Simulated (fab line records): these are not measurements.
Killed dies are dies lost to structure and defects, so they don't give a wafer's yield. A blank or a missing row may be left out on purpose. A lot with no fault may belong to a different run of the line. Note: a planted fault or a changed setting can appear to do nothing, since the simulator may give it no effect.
fab line records	flow nandHarc
[record] lots = 24	wafers = 72	lastDay = 25
route steps=1159 shown A_CHANNEL_FILL_D1@508 A_STAIRCASE@555
lots untouched by any fault: they come from a run of this same line in which no faults occurred
startH: hours from the record's opening day to when the first of the lot's shown wafers began	waitH: hours from the lot's prior step to this one	" repeats the value in the row above	L1.1+2: a row that stands for several wafers	- no value, or no start was given	* or withheld: withheld	< > ~ a bound
route shown NAME@n: names a module that has steps shown in the file, with the first one's number in the route	usual: mean/standard deviation of fault-free wafers	same: alike in all rows	chamber/n: place in a boat	sites: each site's reading	_std_site: how widely they spread, as a standard deviation	_edge_site: inner sites' mean taken away from outer sites' mean	radiusMm: for every site, how far away it sits from the centre of the wafer	mask NAME#n: copy n	behind: tool/chamber where the wafer was last shaped	hold: what put the lot on hold/how long, in hours/how the hold closed	device: transistor that didn't switch, given as n, p or np	end of line: the same wafers' tests at the end of the route	a step without rows: its recipe alone	killed: not the wafer's yield, but the dies lost to structure and defects at the first sort	map: the dies of a wafer, with x for killed, . for not killed, _ for no die there
set.NAME: the setting the step ran with; set.NAME@STEP: the setting that earlier step ran with	model.NAME: the simulator's own value behind a step, which no gauge read
route steps across a sampled set of lots; one table per step, one row per wafer
services: a tool's chamber out of use, with start hour (startH, from the record's first day; less than 0 if before it), hours out, and reason
[[steps]]
[step NHARC_A_CHANNEL_FILL_D1_ETCHBACK_08]
[recipe] targetDepthA = 2200	timeS = 110	c4f8FlowSccm = 20	arFlowSccm = withheld	rfW = 600	biasW = 300	chemistry = C4F8
[usual] oesProductAu = 0.96/0.036	rfVppV = 441.3/2.6
lot.wafer	tool	chamber	startH	waitH	oesProductAu	rfHoursCounterH	rfVppV
L075.4	rieDiel-06	0	-	-	0.93	6	437.7
L075.2	"	2	"	"	0.93	5	444.9
L075.5	"	1	"	"	0.92	-	442.5
L074.2	rieDiel-06	2	-	-	0.94	6	444.9
L074.5	"	2	"	"	0.92	-	445.8
L074.4	"	1	"	"	0.92	-	443.8
L077.1	rieDiel-07	0	-	-	0.99	0	440.1
L077.4	"	3	"	"	1.00	0	443.3
L077.6	"	0	"	"	0.98	-	440.9
L076.2	rieDiel-06	2	-	-	0.92	6	445.8
L076.1	"	0	"	"	0.93	6	437.9
L076.5	"	3	"	"	0.91	-	437.2
L078.3	rieDiel-07	1	-	-	1.01	0	441.1
L078.1	"	0	"	"	0.99	0	441.2
L078.5	"	2	"	"	1.02	-	439.4
L080.4	rieDiel-12	3	-	-	1.00	6	442.0
L080.3	"	0	"	"	0.99	9	442.4
L080.5	"	1	"	"	0.97	-	439.2
L079.5	rieDiel-07	0	-	-	0.99	-	440.7
L079.4	"	1	"	"	1.01	-	441.2
L079.6	"	2	"	"	1.01	-	440.7
L083.2	rieDiel-06	0	-	-	1.00	1	438.4
L083.3	"	1	"	"	0.99	1	443.1
L083.1	"	3	"	"	1.01	1	438.5
L082.2	rieDiel-07	2	-	-	0.98	1	438.8
L082.3	"	1	"	"	0.98	1	440.3
L082.5	"	0	"	"	0.94	-	440.2
L081.2	rieDiel-06	1	-	-	0.99	1	441.7
L081.3	"	2	"	"	1.01	1	446.8
L081.5	"	0	"	"	0.99	-	437.7
L084.1	rieDiel-06	1	-	-	0.92	1	442.6
L084.2	"	2	"	"	0.93	1	444.5
L084.3	"	3	"	"	0.93	1	440.4
L085.1	rieDiel-07	3	-	-	1.01	1	443.3
L085.2	"	1	"	"	0.93	1	441.1
L085.6	"	2	"	"	0.95	-	441.7
L086.1	rieDiel-06	2	-	-	0.94	2	446.2
L086.3	"	0	"	"	0.93	2	439.5
L086.6	"	3	"	"	0.93	-	438.9
L088.1	rieDiel-12	3	-	-	1.00	15	443.5
L088.4	"	0	"	"	1.00	18	444.2
L088.2	"	1	"	"	0.97	18	437.3
L087.4	rieDiel-07	0	-	-	0.97	1	441.1
L087.3	"	2	"	"	0.93	2	439.2
L087.5	"	3	"	"	0.93	-	444.0
L090.2	rieDiel-06	3	-	-	0.93	2	440.6
L090.3	"	1	"	"	0.91	2	443.1
L090.4	"	2	"	"	0.94	2	445.1
L089.2	rieDiel-07	0	-	-	0.98	1	440.8
L089.1	"	1	"	"	0.92	2	440.9
L089.5	"	0	"	"	0.98	-	440.4
L092.3	rieDiel-06	1	-	-	0.95	3	442.4
L092.1	"	0	"	"	0.96	3	437.6
L092.5	"	2	"	"	0.96	-	445.9
L091.2	rieDiel-07	0	-	-	1.00	2	441.2
L091.1	"	3	"	"	1.01	2	444.0
L091.6	"	1	"	"	1.01	-	441.8
L093.3	rieDiel-06	2	-	-	1.01	3	444.8
L093.6	"	1	"	"	0.99	-	441.9
L093.5	"	2	"	"	1.01	-	445.6
L094.3	rieDiel-06	1	-	-	0.91	4	443.5
L094.2	"	2	"	"	0.93	4	445.7
L094.4	"	0	"	"	0.93	4	438.2
L096.4	rieDiel-07	2	-	-	0.94	4	439.0
L096.3	"	3	"	"	0.93	3	444.0
L096.1	"	1	"	"	0.93	4	442.3
L095.2	rieDiel-06	2	-	-	0.93	4	443.9
L095.4	"	0	"	"	0.92	4	438.1
L095.5	"	3	"	"	0.92	-	439.9
L097.4	rieDiel-06	3	-	-	0.94	4	438.0
L097.3	"	1	"	"	0.93	5	443.3
L097.6	"	3	"	"	0.92	-	440.3
[step NHARC_A_STAIRCASE_ETCH_19]
[recipe] targetDepthA = 1000	timeS = 40.5	ionEnergyEv = 400	c4f8FlowSccm = 20	o2FlowSccm = 10	arFlowSccm = withheld	rfW = 600	biasW = 1000	chemistry = C4F8/O2
[usual] oesProductAu = 0.940/0.014	rfVppV = 895/6
lot.wafer	tool	chamber	startH	waitH	oesProductAu	rfHoursCounterH	rfVppV
L075.2	rieDiel-10	2	-	-	0.941	20	892
L075.5	"	1	"	"	0.939	-	887
L075.4	"	2	"	"	0.925	-	892
L074.4	rieDiel-13	0	-	-	0.990	54	886
L074.2	"	2	"	"	0.955	53	902
L074.5	"	1	"	"	0.936	-	891
L077.1	rieDiel-11	3	-	-	0.950	22	895
L077.4	"	0	"	"	0.934	-	898
L077.6	"	1	"	"	0.920	-	888
L076.1	rieDiel-10	3	-	-	0.948	34	900
L076.2	"	1	"	"	0.959	34	885
L076.5	"	2	"	"	0.951	-	892
L078.1	rieDiel-11	0	-	-	0.931	28	898
L078.3	"	2	"	"	0.930	3	897
L078.5	"	3	"	"	0.946	-	895
L079.4	rieDiel-13	3	-	-	0.961	60	888
L079.6	"	1	"	"	0.949	-	895
L079.5	"	2	"	"	0.952	-	901
L080.3	rieDiel-10	3	-	-	0.933	41	901
L080.4	"	2	"	"	0.960	38	893
L080.5	"	3	"	"	0.936	-	897
L083.3	rieDiel-10	1	-	-	0.931	43	886
L083.2	"	3	"	"	0.926	44	899
L083.1	"	0	"	"	0.936	10	902
L082.3	rieDiel-11	0	-	-	0.941	34	897
L082.2	"	1	"	"	0.917	35	888
L082.5	"	3	"	"	0.941	-	895
L081.3	rieDiel-11	1	-	-	0.915	38	888
L081.2	"	0	"	"	0.921	37	897
L081.5	"	2	"	"	0.928	-	897
L085.1	rieDiel-11	0	-	-	0.933	41	899
L085.2	"	1	"	"	0.923	42	888
L085.6	"	0	"	"	0.938	-	897
L084.3	rieDiel-13	2	-	-	0.938	3	902
L084.2	"	3	"	"	0.950	3	890
L084.1	"	0	"	"	0.964	3	906
L088.2	rieDiel-11	3	-	-	0.941	45	895
L088.1	"	0	"	"	0.945	47	897
L088.4	"	1	"	"	0.917	48	888
L086.3	rieDiel-10	1	-	-	0.931	58	885
L086.1	"	0	"	"	0.951	25	904
L086.6	"	1	"	"	0.944	-	886
L087.3	rieDiel-13	1	-	-	0.921	12	891
L087.4	"	2	"	"	0.919	13	901
L087.5	"	1	"	"	0.918	-	894
L090.2	rieDiel-11	3	-	-	0.947	50	894
L090.4	"	1	"	"	0.939	53	889
L090.3	"	2	"	"	0.945	26	897
L089.1	rieDiel-10	0	-	-	0.951	28	903
L089.2	"	2	"	"	0.960	61	891
L089.5	"	0	"	"	0.945	-	903
L091.1	rieDiel-10	3	-	-	0.926	68	900
L091.2	"	0	"	"	0.936	32	904
L091.6	"	0	"	"	0.931	-	903
L092.3	rieDiel-10	3	-	-	0.952	68	899
L092.1	"	0	"	"	0.947	32	903
L092.5	"	0	"	"	0.939	-	904
L093.3	rieDiel-13	0	-	-	0.956	25	907
L093.6	"	3	"	"	0.950	-	889
L093.5	"	0	"	"	0.944	-	905
L094.4	rieDiel-13	3	-	-	0.968	31	888
L094.3	"	0	"	"	0.954	32	906
L094.2	"	1	"	"	0.937	33	891
L096.1	rieDiel-10	2	-	-	0.933	4	892
L096.3	"	1	"	"	0.932	5	905
L096.4	"	2	"	"	0.937	-	891
L095.4	rieDiel-13	0	-	-	0.951	34	905
L095.2	"	2	"	"	0.933	35	900
L095.5	"	0	"	"	0.964	-	904
L097.3	rieDiel-11	0	-	-	0.929	5	896
L097.4	"	1	"	"	0.953	5	888
L097.6	"	0	"	"	0.934	-	896
[step NHARC_A_STAIRCASE_STRIP_254]
[recipe] powerW = 1500	tempC = 250	chemistry = O2
[usual] drypumpMotorCurrentA = 5.66/0.3	heaterPowerW = 322/28
lot.wafer	tool	chamber	startH	waitH	drypumpMotorCurrentA	heaterPowerW	rfHoursCounterH
L075.2	plasmaAsher-02	1	246.18	-	6.11	316	17
L075.4	"	0	"	"	5.28	351	-
L075.5	"	1	"	"	6.10	310	-
L074.2	plasmaAsher-02	0	247.22	-	5.28	341	18
L074.4	"	0	"	"	5.31	338	-
L074.5	"	0	"	"	5.29	341	-
L077.1	plasmaAsher-02	0	262.94	-	5.31	343	22
L077.4	"	0	"	"	5.31	350	-
L077.6	"	1	"	"	6.09	314	-
L076.1	plasmaAsher-02	0	265.52	-	5.25	342	23
L076.2	"	1	"	"	6.07	317	23
L076.5	"	0	"	"	5.27	342	-
L078.1	plasmaAsher-01	0	270.89	-	5.50	288	55
L078.3	"	1	"	"	5.73	350	-
L078.5	"	1	"	"	5.73	351	-
L079.4	plasmaAsher-02	0	280.74	-	5.27	344	-
L079.5	"	1	"	"	6.12	310	-
L079.6	"	0	"	"	5.28	342	-
L080.4	plasmaAsher-02	1	284.35	-	6.12	316	-
L080.3	"	0	"	"	5.30	343	-
L080.5	"	0	"	"	5.30	335	-
L082.2	plasmaAsher-01	0	293.68	-	5.49	285	3
L082.3	"	1	"	"	5.72	360	-
L082.5	"	0	"	"	5.51	273	-
L083.2	plasmaAsher-01	0	293.96	-	5.51	282	3
L083.1	"	1	"	"	5.73	354	3
L083.3	"	0	"	"	5.53	279	-
L081.2	plasmaAsher-01	0	296.50	-	5.54	287	4
L081.3	"	1	"	"	5.75	349	-
L081.5	"	0	"	"	5.51	284	-
L085.2	plasmaAsher-01	0	303.99	-	5.51	280	5
L085.1	"	1	"	"	5.75	361	5
L085.6	"	1	"	"	5.78	357	-
L084.2	plasmaAsher-01	0	306.13	-	5.52	290	6
L084.1	"	1	"	"	5.73	348	6
L084.3	"	0	"	"	5.52	281	-
L088.1	plasmaAsher-02	0	325.10	-	5.30	340	49
L088.2	"	1	"	"	6.11	315	49
L088.4	"	1	"	"	6.10	307	-
L086.1	plasmaAsher-02	1	328.25	-	6.09	319	50
L086.3	"	1	"	"	6.08	312	-
L086.6	"	0	"	"	5.29	344	-
L087.4	plasmaAsher-02	1	331.40	-	6.14	315	-
L087.3	"	0	"	"	5.28	335	-
L087.5	"	1	"	"	6.09	318	-
L090.2	plasmaAsher-02	1	338.74	-	6.08	314	53
L090.4	"	1	"	"	6.10	311	-
L090.3	"	0	"	"	5.31	339	-
L089.2	plasmaAsher-01	0	338.92	-	5.55	287	16
L089.1	"	1	"	"	5.74	342	16
L089.5	"	0	"	"	5.53	279	-
L092.1	plasmaAsher-01	1	352.48	-	5.72	358	20
L092.3	"	1	"	"	5.75	355	-
L092.5	"	1	"	"	5.74	356	-
L091.2	plasmaAsher-02	0	353.73	-	5.29	339	58
L091.1	"	1	"	"	6.09	313	58
L091.6	"	0	"	"	5.27	343	-
L093.3	plasmaAsher-01	0	359.47	-	5.51	276	-
L093.6	"	1	"	"	5.74	356	-
L093.5	"	0	"	"	5.51	283	-
L094.2	plasmaAsher-02	0	382.46	-	5.30	336	5
L094.3	"	0	"	"	5.29	340	-
L094.4	"	1	"	"	6.08	310	-
L095.2	plasmaAsher-01	1	388.34	-	5.72	344	34
L095.4	"	0	"	"	5.52	281	-
L095.5	"	0	"	"	5.52	280	-
L096.1	plasmaAsher-01	0	389.71	-	5.51	282	35
L096.3	"	0	"	"	5.54	274	-
L096.4	"	1	"	"	5.73	359	-
L097.3	plasmaAsher-01	0	400.94	-	5.52	275	-
L097.4	"	1	"	"	5.77	347	-
L097.6	"	1	"	"	5.73	357	-
[step NHARC_A_STAIRCASE_ETCH_292]
[recipe] cf4FlowSccm = 100	chf3FlowSccm = 30	arFlowSccm = 0	rfW = 500	biasW = 200	chemistry = CF4/CHF3
[usual] cf4FlowSccm = 100.00/0.29	drypumpMotorCurrentA = 5.7/0.48	oesProductAu = 0.947/0.022	rfVppV = 370.3/2.5	showerheadPlenumPTorr = 1.56/0.07	throttleValvePct = 16.801/0.0099
lot.wafer	tool	chamber	startH	waitH	cf4FlowSccm	drypumpMotorCurrentA	oesProductAu	rfHoursCounterH	rfVppV	showerheadPlenumPTorr	throttleValvePct
L075.2	rieDiel-10	1	249.96	0.2	100.09	6.3	0.943	32	367.7	1.46	16.791
L075.4	"	2	"	"	100.39	5.6	0.948	-	368.7	1.53	16.800
L075.5	"	3	"	"	99.89	6.0	0.942	-	371.3	1.62	16.801
L074.2	rieDiel-10	2	252.30	0.1	99.58	5.6	0.977	31	368.9	1.53	16.810
L074.4	"	2	"	"	99.69	5.6	0.967	-	368.2	1.53	16.798
L074.5	"	3	"	"	99.75	6.0	0.962	-	373.3	1.62	16.813
L077.1	rieDiel-11	0	267.91	0.1	99.96	6.0	0.944	30	371.5	1.59	16.814
L077.4	"	3	"	"	99.70	5.9	0.958	29	368.8	1.56	16.797
L077.6	"	0	"	"	100.20	6.1	0.949	-	371.7	1.59	16.785
L076.1	rieDiel-10	3	269.17	0.1	100.43	6.0	0.925	40	371.4	1.61	16.805
L076.2	"	0	"	"	99.61	6.2	0.959	6	374.9	1.66	16.802
L076.5	"	2	"	"	100.00	5.5	0.941	-	367.6	1.53	16.779
L078.1	rieDiel-11	2	277.41	0.4	99.40	6.5	0.922	7	371.4	1.59	16.810
L078.3	"	3	"	"	99.61	5.9	0.934	32	369.4	1.56	16.796
L078.5	"	1	"	"	100.13	5.2	0.907	-	367.6	1.48	16.798
L079.4	rieDiel-11	3	284.59	0.2	100.35	5.9	0.929	35	369.6	1.55	16.811
L079.5	"	3	"	"	100.38	5.9	0.924	-	369.8	1.55	16.789
L079.6	"	0	"	"	100.65	6.0	0.921	-	371.9	1.59	16.818
L080.3	rieDiel-11	0	287.92	0.1	99.96	6.1	0.949	39	370.6	1.59	16.805
L080.4	"	3	"	"	100.37	5.9	0.967	37	370.1	1.55	16.794
L080.5	"	1	"	"	99.81	5.2	0.927	-	368.6	1.48	16.796
L082.3	rieDiel-13	3	297.66	0.1	100.23	4.9	0.962	6	367.7	1.49	16.806
L082.2	"	2	"	"	100.30	5.4	0.952	6	373.7	1.64	16.795
L082.5	"	3	"	"	99.66	5.0	0.960	-	366.6	1.49	16.798
L083.1	rieDiel-11	3	297.83	0.1	99.91	5.9	0.925	42	370.4	1.55	16.806
L083.3	"	1	"	"	100.06	5.2	0.892	44	368.2	1.48	16.810
L083.2	"	2	"	"	99.63	6.5	0.910	18	372.2	1.59	16.786
L081.3	rieDiel-10	1	303.91	0.1	100.23	6.3	0.955	55	365.9	1.45	16.812
L081.2	"	0	"	"	100.25	6.3	0.973	22	372.9	1.66	16.830
L081.5	"	2	"	"	100.45	5.6	0.970	-	367.6	1.52	16.810
L085.2	rieDiel-11	2	311.03	0.1	100.29	6.5	0.961	20	369.2	1.59	16.795
L085.1	"	0	"	"	99.60	6.1	0.978	46	370.9	1.59	16.795
L085.6	"	3	"	"	100.16	5.9	0.967	-	370.4	1.55	16.798
L084.3	rieDiel-11	3	315.07	0.2	100.30	5.9	0.950	46	371.2	1.55	16.801
L084.1	"	1	"	"	100.22	5.2	0.924	48	366.9	1.48	16.801
L084.2	"	2	"	"	99.59	6.5	0.940	22	371.2	1.59	16.788
L088.1	rieDiel-11	3	328.87	0.1	99.95	5.9	0.970	50	371.5	1.55	16.793
L088.4	"	0	"	"	99.56	6.1	0.971	53	371.3	1.59	16.816
L088.2	"	1	"	"	100.14	5.2	0.946	54	367.9	1.48	16.790
L086.1	rieDiel-11	0	332.39	0.1	99.42	6.1	0.955	54	371.6	1.59	16.810
L086.3	"	2	"	"	100.47	6.5	0.971	29	371.8	1.59	16.790
L086.6	"	0	"	"	99.91	6.1	0.953	-	371.9	1.58	16.815
L087.3	rieDiel-13	1	335.12	0.1	99.81	5.5	0.922	18	369.2	1.53	16.792
L087.4	"	2	"	"	100.14	5.4	0.926	18	372.2	1.64	16.812
L087.5	"	1	"	"	99.52	5.5	0.919	-	369.3	1.53	16.800
L090.3	rieDiel-11	0	343.13	0.1	99.55	6.0	0.973	59	370.0	1.58	16.798
L090.2	"	1	"	"	99.87	5.2	0.958	60	366.6	1.48	16.803
L090.4	"	2	"	"	100.15	6.5	0.952	34	370.4	1.59	16.807
L089.2	rieDiel-13	1	343.30	0.1	100.00	5.6	0.912	22	369.9	1.53	16.814
L089.1	"	3	"	"	100.08	4.9	0.939	21	366.7	1.48	16.801
L089.5	"	0	"	"	99.96	5.3	0.943	-	374.5	1.69	16.821
L092.3	rieDiel-13	3	360.35	0.1	100.06	4.9	0.943	27	367.9	1.48	16.802
L092.1	"	2	"	"	100.17	5.4	0.922	29	372.0	1.64	16.793
L092.5	"	0	"	"	99.84	5.2	0.945	-	373.1	1.69	16.813
L091.2	rieDiel-13	0	362.36	0.1	100.27	5.2	0.944	29	373.9	1.69	16.789
L091.1	"	1	"	"	100.29	5.6	0.914	31	369.1	1.53	16.795
L091.6	"	3	"	"	99.93	4.9	0.947	-	369.5	1.48	16.799
L093.3	rieDiel-10	3	367.94	0.1	100.05	6.0	0.986	1	372.4	1.61	16.803
L093.6	"	2	"	"	100.13	5.6	0.985	-	370.4	1.52	16.807
L093.5	"	3	"	"	99.82	6.0	0.998	-	371.7	1.61	16.793
L094.2	rieDiel-13	3	386.07	0.1	100.11	4.9	0.932	38	368.4	1.48	16.806
L094.3	"	0	"	"	99.73	5.3	0.943	38	375.0	1.69	16.809
L094.4	"	1	"	"	100.22	5.6	0.918	41	368.8	1.52	16.805
L095.2	rieDiel-11	1	392.64	0.1	100.14	5.2	0.997	6	367.7	1.47	16.800
L095.4	"	0	"	"	100.59	6.1	0.949	6	371.6	1.58	16.813
L095.5	"	1	"	"	100.78	5.2	0.994	-	365.9	1.47	16.812
L096.1	rieDiel-13	0	393.54	0.1	100.04	5.2	0.942	40	373.5	1.69	16.814
L096.4	"	1	"	"	100.21	5.6	0.929	44	369.6	1.52	16.800
L096.3	"	3	"	"	99.97	5.0	0.938	40	366.6	1.48	16.787
L097.3	rieDiel-10	3	404.62	0.1	99.85	6.0	0.967	13	371.8	1.60	16.796
L097.4	"	1	"	"	100.24	6.3	0.946	17	376.1	1.69	16.814
L097.6	"	3	"	"	99.94	6.0	0.969	-	370.5	1.60	16.792
[step NHARC_A_STAIRCASE_ETCH_294]
[recipe] targetDepthA = 49920	timeS = 1212.4	ionEnergyEv = 800	c4f8FlowSccm = 80	o2FlowSccm = 60	arFlowSccm = withheld	rfW = 600	biasW = 3000	chemistry = C4F8/O2/Ar
[usual] oesProductAu = 0.932/0.013	rfVppV = 1826/12
lot.wafer	tool	chamber	startH	waitH	oesProductAu	rfHoursCounterH	rfVppV
L075.2	rieDiel-10	2	-	-	0.927	30	1820
L075.4	"	2	"	"	0.935	-	1819
L075.5	"	3	"	"	0.923	-	1832
L074.2	rieDiel-10	3	-	-	0.938	34	1834
L074.4	"	1	"	"	0.933	-	1806
L074.5	"	2	"	"	0.933	-	1821
L077.1	rieDiel-11	2	-	-	0.910	5	1829
L077.4	"	3	"	"	0.931	29	1824
L077.6	"	1	"	"	0.907	-	1812
L076.1	rieDiel-10	3	-	-	0.924	40	1833
L076.2	"	0	"	"	0.920	7	1840
L076.5	"	3	"	"	0.935	-	1834
L078.3	rieDiel-11	0	-	-	0.929	33	1830
L078.1	"	1	"	"	0.908	33	1812
L078.5	"	1	"	"	0.917	-	1811
L079.4	rieDiel-11	0	-	-	0.927	38	1830
L079.5	"	2	"	"	0.921	-	1830
L079.6	"	3	"	"	0.935	-	1824
L080.4	rieDiel-11	3	-	-	0.939	38	1823
L080.3	"	0	"	"	0.946	39	1830
L080.5	"	3	"	"	0.944	-	1824
L082.3	rieDiel-13	3	-	-	0.951	6	1814
L082.2	"	0	"	"	0.956	6	1846
L082.5	"	2	"	"	0.924	-	1839
L083.1	rieDiel-11	0	-	-	0.927	44	1829
L083.3	"	1	"	"	0.912	45	1811
L083.2	"	3	"	"	0.930	42	1823
L081.3	rieDiel-10	3	-	-	0.938	56	1834
L081.2	"	0	"	"	0.943	22	1842
L081.5	"	2	"	"	0.930	-	1818
L085.1	rieDiel-11	2	-	-	0.933	21	1830
L085.2	"	1	"	"	0.922	47	1811
L085.6	"	3	"	"	0.947	-	1823
L084.2	rieDiel-11	1	-	-	0.914	49	1811
L084.1	"	2	"	"	0.934	22	1829
L084.3	"	3	"	"	0.934	46	1823
L088.1	rieDiel-11	2	-	-	0.930	29	1829
L088.4	"	3	"	"	0.927	53	1821
L088.2	"	0	"	"	0.931	54	1829
L086.3	rieDiel-11	1	-	-	0.935	55	1810
L086.1	"	3	"	"	0.962	53	1824
L086.6	"	1	"	"	0.928	-	1811
L087.3	rieDiel-13	2	-	-	0.926	18	1839
L087.4	"	3	"	"	0.940	19	1811
L087.5	"	1	"	"	0.924	-	1819
L090.3	rieDiel-11	1	-	-	0.919	61	1810
L090.2	"	2	"	"	0.945	34	1829
L090.4	"	0	"	"	0.956	59	1828
L089.1	rieDiel-13	3	-	-	0.947	21	1812
L089.2	"	0	"	"	0.948	22	1846
L089.5	"	3	"	"	0.936	-	1810
L092.3	rieDiel-13	2	-	-	0.927	29	1838
L092.1	"	3	"	"	0.950	27	1811
L092.5	"	3	"	"	0.950	-	1811
L091.1	rieDiel-13	0	-	-	0.942	29	1846
L091.2	"	1	"	"	0.930	31	1820
L091.6	"	0	"	"	0.947	-	1844
L093.3	rieDiel-10	0	-	-	0.921	1	1841
L093.5	"	0	"	"	0.923	-	1840
L093.6	"	1	"	"	0.940	-	1846
L094.4	rieDiel-13	1	-	-	0.929	41	1820
L094.3	"	2	"	"	0.931	40	1836
L094.2	"	3	"	"	0.945	38	1809
L095.4	rieDiel-11	0	-	-	0.926	6	1828
L095.2	"	1	"	"	0.947	6	1808
L095.5	"	0	"	"	0.932	-	1829
L096.4	rieDiel-13	2	-	-	0.914	44	1837
L096.3	"	0	"	"	0.948	41	1847
L096.1	"	1	"	"	0.930	45	1819
L097.4	rieDiel-10	2	-	-	0.946	17	1817
L097.3	"	3	"	"	0.969	13	1833
L097.6	"	2	"	"	0.941	-	1818
[step NHARC_A_STAIRCASE_ETCH_444]
[recipe] targetDepthA = 1.02e+05	timeS = 3400	c4f8FlowSccm = 20	o2FlowSccm = 10	arFlowSccm = withheld	rfW = 600	biasW = 1000	chemistry = C4F8/O2
[usual] oesProductAu = 0.940/0.022	rfVppV = 807/5.3
lot.wafer	tool	chamber	startH	waitH	oesProductAu	rfHoursCounterH	rfVppV
L075.2	rieDiel-13	0	294.00	0.5	0.983	4	817
L075.4	"	1	"	"	0.946	4	804
L075.5	"	2	"	"	0.952	-	813
L074.2	rieDiel-10	0	299.03	0.5	0.934	19	814
L074.4	"	1	"	"	0.921	54	798
L074.5	"	3	"	"	0.926	-	809
L077.1	rieDiel-10	2	313.67	0.1	0.922	55	802
L077.4	"	0	"	"	0.930	24	812
L077.6	"	2	"	"	0.921	-	804
L076.2	rieDiel-13	3	313.99	0.3	0.991	10	800
L076.1	"	0	"	"	0.981	10	817
L076.5	"	3	"	"	0.998	-	799
L078.3	rieDiel-11	3	329.54	0.3	0.935	51	804
L078.1	"	1	"	"	0.909	54	801
L078.5	"	3	"	"	0.934	-	803
L080.3	rieDiel-13	0	338.74	0.1	0.998	20	815
L080.4	"	2	"	"	0.967	19	810
L080.5	"	1	"	"	0.960	-	804
L079.4	rieDiel-11	2	338.82	0.3	0.927	32	807
L079.5	"	1	"	"	0.902	-	800
L079.6	"	2	"	"	0.918	-	808
L082.2	rieDiel-11	2	346.39	0.1	0.921	35	807
L082.3	"	3	"	"	0.944	58	805
L082.5	"	3	"	"	0.936	-	806
L083.2	rieDiel-13	1	346.50	0.1	0.940	24	803
L083.3	"	2	"	"	0.931	23	812
L083.1	"	3	"	"	0.954	23	799
L085.1	rieDiel-13	2	357.47	0.3	0.915	27	812
L085.2	"	3	"	"	0.935	27	800
L085.6	"	1	"	"	0.905	-	804
L081.2	rieDiel-11	2	357.53	0.4	0.907	40	808
L081.3	"	3	"	"	0.932	62	804
L081.5	"	0	"	"	0.920	-	808
L084.3	rieDiel-11	2	364.14	0.1	0.917	42	809
L084.2	"	3	"	"	0.924	65	805
L084.1	"	0	"	"	0.923	65	808
L086.1	rieDiel-13	1	378.37	0.1	0.940	37	803
L086.3	"	0	"	"	0.953	35	817
L086.6	"	1	"	"	0.924	-	805
L088.1	rieDiel-10	0	378.59	0.1	0.968	6	813
L088.2	"	2	"	"	0.975	6	802
L088.4	"	0	"	"	0.969	-	812
L087.3	rieDiel-11	0	378.88	0.5	0.936	1	808
L087.4	"	1	"	"	0.966	1	801
L087.5	"	2	"	"	0.961	-	809
L090.3	rieDiel-11	2	390.65	0.1	0.960	7	808
L090.4	"	3	"	"	0.974	7	805
L090.2	"	1	"	"	0.965	6	800
L089.2	rieDiel-13	1	390.83	0.1	0.926	43	803
L089.1	"	2	"	"	0.916	42	810
L089.5	"	2	"	"	0.926	-	811
L092.3	rieDiel-13	3	410.95	0.1	0.933	47	800
L092.1	"	1	"	"	0.923	51	802
L092.5	"	0	"	"	0.972	-	816
L091.2	rieDiel-11	0	411.13	0.1	0.962	13	808
L091.1	"	2	"	"	0.943	15	807
L091.6	"	1	"	"	0.966	-	799
L093.3	rieDiel-10	2	415.52	0.5	0.924	21	802
L093.5	"	0	"	"	0.931	-	813
L093.6	"	1	"	"	0.923	-	815
L096.4	rieDiel-13	3	437.07	0.1	0.936	53	798
L096.1	"	1	"	"	0.909	61	801
L096.3	"	2	"	"	0.930	56	812
L094.3	rieDiel-11	3	437.33	0.2	0.915	24	804
L094.2	"	1	"	"	0.932	23	798
L094.4	"	2	"	"	0.921	24	809
L095.2	rieDiel-10	2	437.75	0.4	0.953	29	803
L095.4	"	0	"	"	0.928	31	812
L095.5	"	2	"	"	0.955	-	801
L097.4	rieDiel-11	2	457.42	0.1	0.936	32	809
L097.3	"	3	"	"	0.908	34	804
L097.6	"	3	"	"	0.920	-	806
[[services]]
tool	chamber	startH	hours	kind
rieDiel-11	2	202.52	54.4	repair
rieDiel-07	2	204.77	2.1	repair
rieDiel-10	2	206.85	1.4	repair
rieDiel-13	3	214.06	10.1	repair
rieDiel-06	0	223.46	7.6	repair
rieDiel-07	-	228.20	9.0	pm
rieDiel-11	-	237.80	0.4	repair
rieDiel-06	-	241.20	9.0	pm
rieDiel-07	3	256.00	18.3	repair
plasmaAsher-01	-	276.27	9.0	pm
rieDiel-06	0	335.51	3.5	repair
rieDiel-06	1	339.23	1.5	repair
plasmaAsher-02	-	342.55	0.5	repair
rieDiel-10	2	344.04	9.2	repair
rieDiel-10	-	353.50	9.0	pm
plasmaAsher-02	-	360.00	9.0	pm
rieDiel-11	-	366.65	9.0	pm
rieDiel-10	3	373.61	6.9	repair
rieDiel-13	2	413.52	13.1	repair
rieDiel-06	-	418.22	9.0	pm
rieDiel-13	3	421.53	9.9	repair
plasmaAsher-01	-	431.91	2.3	repair
rieDiel-13	-	453.15	9.0	pm
plasmaAsher-01	-	453.54	9.0	pm
[[key]]
fault none
